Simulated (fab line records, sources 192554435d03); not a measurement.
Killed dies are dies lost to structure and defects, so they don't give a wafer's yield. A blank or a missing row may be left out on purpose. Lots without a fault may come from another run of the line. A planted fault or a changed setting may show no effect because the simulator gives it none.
Which tool did it? | flow n5_finfet | 24 lots, 72 wafers sampled, at 6 steps of a route of 1938

WHAT THE GAUGES READ, wafer by wafer
N5_BEOL_M8_CD_MEAS_18: pitch 80 nm, target cd 40 nm.
lot  | measured     | on        | cd_nm (nm)
L075 | day 9 06:56  | cd_sem-02 | 39.6 39.7 40.2
L074 | day 9 08:47  | cd_sem-01 | 39.8 39.7 39.6
L077 | day 9 11:39  | cd_sem-01 | 40.6 40.5 39.6
L076 | day 9 11:55  | cd_sem-02 | 40.2 39.5 39.1
L078 | day 10 01:16 | cd_sem-02 | 40.2 39.8 39.7
L080 | day 10 07:00 | cd_sem-03 | 39.9 40.6 39.9
L079 | day 10 07:14 | cd_sem-01 | 39.9 39.8 39.6
L081 | day 10 10:07 | cd_sem-01 | 39.5 39.8 40.4
L082 | day 10 16:38 | cd_sem-02 | 40.0 39.8 39.4
L083 | day 11 15:43 | cd_sem-03 | 40.3 40.5 40.0
L086 | day 11 20:14 | cd_sem-03 | 40.0 40.4 40.2
L084 | day 11 21:37 | cd_sem-03 | 40.4 40.1 39.4
L085 | day 11 22:21 | cd_sem-03 | 40.5 39.5 40.4
L087 | day 12 09:41 | cd_sem-03 | 40.5 40.2 40.5
L088 | day 12 20:11 | cd_sem-02 | 39.9 40.1 40.0
L089 | day 12 21:19 | cd_sem-02 | 40.0 39.8 40.6
L091 | day 12 21:57 | cd_sem-03 | 39.9 39.6 39.4
L090 | day 13 00:04 | cd_sem-02 | 40.1 39.7 39.6
L093 | day 13 18:58 | cd_sem-03 | 39.9 39.8 40.1
L092 | day 14 02:50 | cd_sem-02 | 39.9 39.9 40.0
L094 | day 14 06:44 | cd_sem-02 | 40.4 40.3 40.2
L095 | day 15 00:39 | cd_sem-01 | 39.6 39.8 39.7
L096 | day 15 12:08 | cd_sem-03 | 40.5 40.2 40.7
L097 | day 15 12:59 | cd_sem-02 | 40.0 40.2 40.0

N5_BEOL_M8_INSPECT_30: inspects for defects (brightfield).
lot  | measured     | on                | raw_defect_count
L075 | day 9 10:31  | defect_inspect-01 | 518 435 541
L074 | day 9 09:58  | defect_inspect-02 | 511 515 684
L077 | day 9 14:26  | defect_inspect-01 | 457 416 345
L076 | day 9 14:41  | defect_inspect-01 | 410 392 508
L078 | day 10 01:40 | defect_inspect-02 | 244 272 342
L080 | day 10 08:04 | defect_inspect-02 | 478 589 649
L079 | day 10 08:06 | defect_inspect-02 | 310 296 317
L081 | day 10 11:07 | defect_inspect-01 | 591 591 453
L082 | day 10 17:02 | defect_inspect-02 | 424 458 398
L083 | day 11 18:27 | defect_inspect-02 | 534 470 381
L086 | day 12 00:16 | defect_inspect-02 | 356 549 293
L084 | day 12 00:05 | defect_inspect-02 | 411 491 562
L085 | day 12 00:19 | defect_inspect-02 | 587 573 513
L087 | day 12 10:31 | defect_inspect-02 | 441 388 371
L088 | day 12 20:42 | defect_inspect-02 | 375 449 477
L089 | day 12 22:51 | defect_inspect-02 | 440 449 526
L091 | day 12 22:56 | defect_inspect-02 | 322 385 414
L090 | day 13 00:35 | defect_inspect-01 | 406 290 274
L093 | day 13 19:30 | defect_inspect-02 | 380 419 399
L092 | day 14 04:27 | defect_inspect-02 | 338 408 381
L094 | day 14 08:04 | defect_inspect-01 | 337 342 346
L095 | day 15 01:40 | defect_inspect-01 | 361 413 426
L096 | day 15 12:33 | defect_inspect-02 | 396 424 361
L097 | day 15 15:13 | defect_inspect-02 | 485 465 426

WHICH TOOL RAN EACH LOT (tool, then ch and the chambers of the sampled wafers, then the start)
lot  | N5_BEOL_M7_ALD_77                   | N5_BEOL_M7_ANNEAL_51             | N5_BEOL_M8_STRIP_67                | N5_BEOL_M8_STRIP_19
L075 | ald_metal-03 ch 0,1,3, day 9 01:54  | rtp_anneal-02 ch 0, day 9 02:37  | rie_diel-01 ch 0,1,3, day 9 06:43  | rie_diel-01 ch 0,2,3, day 9 06:52
L074 | ald_metal-03 ch 1,2, day 9 05:14    | rtp_anneal-02 ch 0, day 9 06:04  | rie_diel-03 ch 0,1,2, day 9 08:34  | rie_diel-01 ch 0,1, day 9 08:43
L077 | ald_metal-02 ch 1,2,3, day 9 06:25  | rtp_anneal-01 ch 0, day 9 07:32  | rie_diel-02 ch 0,2,3, day 9 11:26  | rie_diel-01 ch 0,1,3, day 9 11:35
L076 | ald_metal-03 ch 0,2,3, day 9 06:41  | rtp_anneal-02 ch 0, day 9 07:38  | rie_diel-02 ch 1,2,3, day 9 11:41  | rie_diel-02 ch 0,1,3, day 9 11:50
L078 | ald_metal-03 ch 0,2,3, day 9 21:13  | rtp_anneal-02 ch 0, day 9 22:07  | rie_diel-03 ch 0,1,2, day 10 01:02 | rie_diel-03 ch 0,1,2, day 10 01:11
L080 | ald_metal-01 ch 0,1,3, day 10 02:14 | rtp_anneal-02 ch 0, day 10 03:22 | rie_diel-02 ch 0,2,3, day 10 06:47 | rie_diel-03 ch 0,1,2, day 10 06:56
L079 | ald_metal-01 ch 0,1, day 10 02:46   | rtp_anneal-01 ch 0, day 10 03:55 | rie_diel-01 ch 1,2,3, day 10 07:01 | rie_diel-01 ch 1,3, day 10 07:10
L081 | ald_metal-02 ch 1,3, day 10 05:45   | rtp_anneal-02 ch 0, day 10 06:37 | rie_diel-02 ch 1,2,3, day 10 09:45 | rie_diel-01 ch 0,1, day 10 10:02
L082 | ald_metal-02 ch 2,3, day 10 12:06   | rtp_anneal-01 ch 0, day 10 12:54 | rie_diel-03 ch 0,1,3, day 10 16:24 | rie_diel-01 ch 0,1,2, day 10 16:34
L083 | ald_metal-03 ch 1,2,3, day 11 11:06 | rtp_anneal-02 ch 0, day 11 12:06 | rie_diel-02 ch 0,2,3, day 11 15:29 | rie_diel-03 ch 1,2, day 11 15:38
L086 | ald_metal-01 ch 0,1, day 11 15:45   | rtp_anneal-01 ch 0, day 11 17:34 | rie_diel-03 ch 0,2, day 11 20:01   | rie_diel-01 ch 0,1,3, day 11 20:10
L084 | ald_metal-02 ch 0,1,3, day 11 15:55 | rtp_anneal-01 ch 0, day 11 18:20 | rie_diel-03 ch 0,1,3, day 11 21:21 | rie_diel-01 ch 0,3, day 11 21:33
L085 | ald_metal-03 ch 0,2,3, day 11 19:07 | rtp_anneal-01 ch 0, day 11 19:56 | rie_diel-01 ch 2,3, day 11 22:08   | rie_diel-01 ch 0,3, day 11 22:17
L087 | ald_metal-02 ch 0,1,3, day 12 04:34 | rtp_anneal-02 ch 0, day 12 05:23 | rie_diel-01 ch 0,1,3, day 12 09:28 | rie_diel-03 ch 0,1,2, day 12 09:37
L088 | ald_metal-01 ch 0,2,3, day 12 15:11 | rtp_anneal-01 ch 0, day 12 16:59 | rie_diel-01 ch 1,2,3, day 12 19:44 | rie_diel-02 ch 1,2,3, day 12 20:07
L089 | ald_metal-03 ch 0,3, day 12 15:14   | rtp_anneal-01 ch 0, day 12 18:19 | rie_diel-02 ch 1,2, day 12 21:01   | rie_diel-02 ch 0,2,3, day 12 21:14
L091 | ald_metal-01 ch 0,2,3, day 12 17:52 | rtp_anneal-02 ch 0, day 12 18:58 | rie_diel-03 ch 0,2, day 12 21:44   | rie_diel-03 ch 0,3, day 12 21:53
L090 | ald_metal-03 ch 0,2,3, day 12 18:02 | rtp_anneal-02 ch 0, day 12 19:35 | rie_diel-03 ch 0,1, day 12 23:49   | rie_diel-03 ch 1,2, day 12 23:58
L093 | ald_metal-03 ch 1,2,3, day 13 13:02 | rtp_anneal-02 ch 0, day 13 13:52 | rie_diel-02 ch 0,1,2, day 13 18:45 | rie_diel-03 ch 0,2, day 13 18:54
L092 | ald_metal-03 ch 0,3, day 13 20:23   | rtp_anneal-01 ch 0, day 13 21:17 | rie_diel-03 ch 0,2,3, day 14 02:32 | rie_diel-03 ch 0,2,3, day 14 02:47
L094 | ald_metal-03 ch 1,3, day 14 02:19   | rtp_anneal-02 ch 0, day 14 03:26 | rie_diel-01 ch 2,3, day 14 06:31   | rie_diel-02 ch 0,1,3, day 14 06:40
L095 | ald_metal-01 ch 1,2, day 14 19:46   | rtp_anneal-01 ch 0, day 14 21:05 | rie_diel-02 ch 1,2,3, day 15 00:26 | rie_diel-01 ch 1,2,3, day 15 00:35
L096 | ald_metal-01 ch 0,1,3, day 15 06:34 | rtp_anneal-01 ch 0, day 15 08:32 | rie_diel-03 ch 0,1,3, day 15 11:55 | rie_diel-01 ch 0,2,3, day 15 12:04
L097 | ald_metal-02 ch 1,2,3, day 15 09:04 | rtp_anneal-01 ch 0, day 15 10:02 | rie_diel-03 ch 1,3, day 15 12:46   | rie_diel-02 ch 0,2,3, day 15 12:55
- N5_BEOL_M7_ALD_77: deposits TaN, target thk 2 nm, pulse time 2 s, purge time 3 s.
- N5_BEOL_M7_ANNEAL_51: time 90 s.
- N5_BEOL_M8_STRIP_67: strips in CF4.
- N5_BEOL_M8_STRIP_19: strips in O2.

WHAT THE TOOLS THEMSELVES READ (means of the sampled wafers that have a number; where no wafer has one, the mark that the record gives instead)
N5_BEOL_M7_ALD_77.
lot  | tool         | heater_power_w (W)
L075 | ald_metal-03 | 394
L074 | ald_metal-03 | 406
L077 | ald_metal-02 | 384
L076 | ald_metal-03 | 410
L078 | ald_metal-03 | 414
L080 | ald_metal-01 | 442
L079 | ald_metal-01 | 466
L081 | ald_metal-02 | 397
L082 | ald_metal-02 | 371
L083 | ald_metal-03 | 411
L086 | ald_metal-01 | 480
L084 | ald_metal-02 | 416
L085 | ald_metal-03 | 405
L087 | ald_metal-02 | 415
L088 | ald_metal-01 | 403
L089 | ald_metal-03 | 403
L091 | ald_metal-01 | 410
L090 | ald_metal-03 | 406
L093 | ald_metal-03 | 412
L092 | ald_metal-03 | 394
L094 | ald_metal-03 | 403
L095 | ald_metal-01 | 492
L096 | ald_metal-01 | 444
L097 | ald_metal-02 | 384

N5_BEOL_M7_ANNEAL_51.
lot  | tool          | anneal_temp_c_max | wafer_temp_C_max
L075 | rtp_anneal-02 | 226.8             | 225.58
L074 | rtp_anneal-02 | 226.8             | 225.45
L077 | rtp_anneal-01 | 226.3             | 225.78
L076 | rtp_anneal-02 | 226.8             | 225.89
L078 | rtp_anneal-02 | 226.1             | 225.68
L080 | rtp_anneal-02 | 226.5             | 225.69
L079 | rtp_anneal-01 | 226.3             | 225.91
L081 | rtp_anneal-02 | 226.5             | 225.36
L082 | rtp_anneal-01 | 226.1             | 226.10
L083 | rtp_anneal-02 | 226.5             | 225.83
L086 | rtp_anneal-01 | 226.2             | 226.24
L084 | rtp_anneal-01 | 226.2             | 225.90
L085 | rtp_anneal-01 | 226.2             | 226.04
L087 | rtp_anneal-02 | 226.7             | 225.44
L088 | rtp_anneal-01 | 226.2             | 225.92
L089 | rtp_anneal-01 | 226.1             | 225.84
L091 | rtp_anneal-02 | 226.2             | 225.59
L090 | rtp_anneal-02 | 226.7             | 225.70
L093 | rtp_anneal-02 | 226.3             | 225.86
L092 | rtp_anneal-01 | 226.3             | 226.01
L094 | rtp_anneal-02 | 226.9             | 225.39
L095 | rtp_anneal-01 | 226.3             | 225.99
L096 | rtp_anneal-01 | 226.2             | 225.86
L097 | rtp_anneal-01 | 225.9             | 226.11

N5_BEOL_M8_STRIP_67.
lot  | tool        | drypump_motor_current_A (A) | oes_product_au (a.u.) | rf_vpp_V (V) | showerhead_plenum_p_Torr (Torr) | throttle_valve_pct (%)
L075 | rie_diel-01 | 6.1                         | 0.88                  | 272.4        | 1.82                            | 13.17
L074 | rie_diel-03 | 6.2                         | 0.81                  | 271.1        | 1.77                            | 13.40
L077 | rie_diel-02 | 5.6                         | 0.83                  | 271.5        | 1.81                            | 13.49
L076 | rie_diel-02 | 5.4                         | 0.80                  | 270.9        | 1.78                            | 13.61
L078 | rie_diel-03 | 6.2                         | 0.78                  | 269.8        | 1.77                            | 13.43
L080 | rie_diel-02 | 5.6                         | 0.82                  | 271.3        | 1.81                            | 13.50
L079 | rie_diel-01 | 5.9                         | 0.81                  | 271.1        | 1.80                            | 13.33
L081 | rie_diel-02 | 5.4                         | 0.79                  | 272.2        | 1.78                            | 13.64
L082 | rie_diel-03 | 6.1                         | 0.87                  | 270.6        | 1.79                            | 13.36
L083 | rie_diel-02 | 5.7                         | 0.81                  | 271.8        | 1.81                            | 13.53
L086 | rie_diel-03 | 6.3                         | 0.83                  | 270.4        | 1.74                            | 13.26
L084 | rie_diel-03 | 6.1                         | 0.85                  | 271.6        | 1.79                            | 13.39
L085 | rie_diel-01 | 5.8                         | 0.76                  | 271.5        | 1.81                            | 13.37
L087 | rie_diel-01 | 6.1                         | 0.84                  | 272.9        | 1.81                            | 13.24
L088 | rie_diel-01 | 5.9                         | 0.79                  | 272.1        | 1.80                            | 13.37
L089 | rie_diel-02 | 5.3                         | 0.90                  | 273.6        | 1.86                            | 13.53
L091 | rie_diel-03 | 6.3                         | 0.82                  | 269.8        | 1.74                            | 13.30
L090 | rie_diel-03 | 6.0                         | 0.75                  | 271.2        | 1.81                            | 13.49
L093 | rie_diel-02 | 5.3                         | 0.85                  | 272.7        | 1.84                            | 13.39
L092 | rie_diel-03 | 6.3                         | 0.82                  | 270.9        | 1.73                            | 13.42
L094 | rie_diel-01 | 6.0                         | 0.76                  | 272.2        | 1.84                            | 13.38
L095 | rie_diel-02 | 5.4                         | 0.84                  | 272.5        | 1.84                            | 13.53
L096 | rie_diel-03 | 6.1                         | 0.88                  | 270.7        | 1.78                            | 13.27
L097 | rie_diel-03 | 6.1                         | 0.89                  | 271.9        | 1.78                            | 13.38

N5_BEOL_M8_STRIP_19.
lot  | tool        | drypump_motor_current_A (A) | oes_product_au (a.u.) | rf_vpp_V (V) | showerhead_plenum_p_Torr (Torr) | throttle_valve_pct (%)
L075 | rie_diel-01 | 6.0                         | 0.84                  | 3.6          | 2.15                            | 16.27
L074 | rie_diel-01 | 6.1                         | 0.91                  | 3.7          | 2.11                            | 16.18
L077 | rie_diel-01 | 6.1                         | 0.88                  | 3.5          | 2.13                            | 16.28
L076 | rie_diel-02 | 5.4                         | 0.75                  | 4.0          | 2.06                            | 16.51
L078 | rie_diel-03 | 6.2                         | 0.78                  | 3.5          | 2.07                            | 16.51
L080 | rie_diel-03 | 6.2                         | 0.78                  | 3.3          | 2.07                            | 16.50
L079 | rie_diel-01 | 6.1                         | 0.84                  | 3.4          | 2.16                            | 16.40
L081 | rie_diel-01 | 6.0                         | 0.88                  | 3.7          | 2.06                            | 16.30
L082 | rie_diel-01 | 5.9                         | 0.84                  | 3.6          | 2.08                            | 16.30
L083 | rie_diel-03 | 6.0                         | 0.70                  | 3.9          | 2.10                            | 16.73
L086 | rie_diel-01 | 6.1                         | 0.85                  | 4.1          | 2.12                            | 16.32
L084 | rie_diel-01 | 6.2                         | 0.84                  | 3.8          | 2.18                            | 16.30
L085 | rie_diel-01 | 6.1                         | 0.86                  | 3.4          | 2.16                            | 16.21
L087 | rie_diel-03 | 6.2                         | 0.76                  | 3.6          | 2.06                            | 16.54
L088 | rie_diel-02 | 5.5                         | 0.87                  | 3.7          | 2.16                            | 16.61
L089 | rie_diel-02 | 5.7                         | 0.80                  | 3.5          | 2.11                            | 16.62
L091 | rie_diel-03 | 6.3                         | 0.91                  | 3.4          | 2.06                            | 16.47
L090 | rie_diel-03 | 6.2                         | 0.68                  | 3.3          | 2.04                            | 16.74
L093 | rie_diel-03 | 6.3                         | 0.80                  | 4.0          | 2.03                            | 16.38
L092 | rie_diel-03 | 6.3                         | 0.82                  | 3.8          | 2.03                            | 16.53
L094 | rie_diel-02 | 5.4                         | 0.81                  | 4.2          | 2.14                            | 16.43
L095 | rie_diel-01 | 5.9                         | 0.76                  | 3.2          | 2.09                            | 16.48
L096 | rie_diel-01 | 6.0                         | 0.78                  | 4.0          | 2.13                            | 16.39
L097 | rie_diel-02 | 5.7                         | 0.78                  | 3.3          | 2.10                            | 16.67

THE ANSWER, worked out from the rows above alone
Rule: what is usual is taken from the lots themselves. Put in order of their means at a reading, lots are off if they are a third of the lots or fewer, leave a main group of 4 or more, and stand apart from it by a gap of 3 or more times the standard deviation of the main group's means; of several such gaps the widest counts. A main group whose means are all the same, to the digits that the tables above print for the reading, isn't used. A lot without any number at a reading at which 4 lots or more have one is off too. The other lots that the step has rows for count as sound. The gauges are gone through in route order, then the tools' own readings, and for those a lot's mean is taken as printed above. The first step at which some lot is off is used, and at that step the reading that is off furthest; a lot without a number counts as furthest.
No lot is off at any reading shown: from this, nothing can be told.

WHAT THE SIMULATOR HAD PUT IN
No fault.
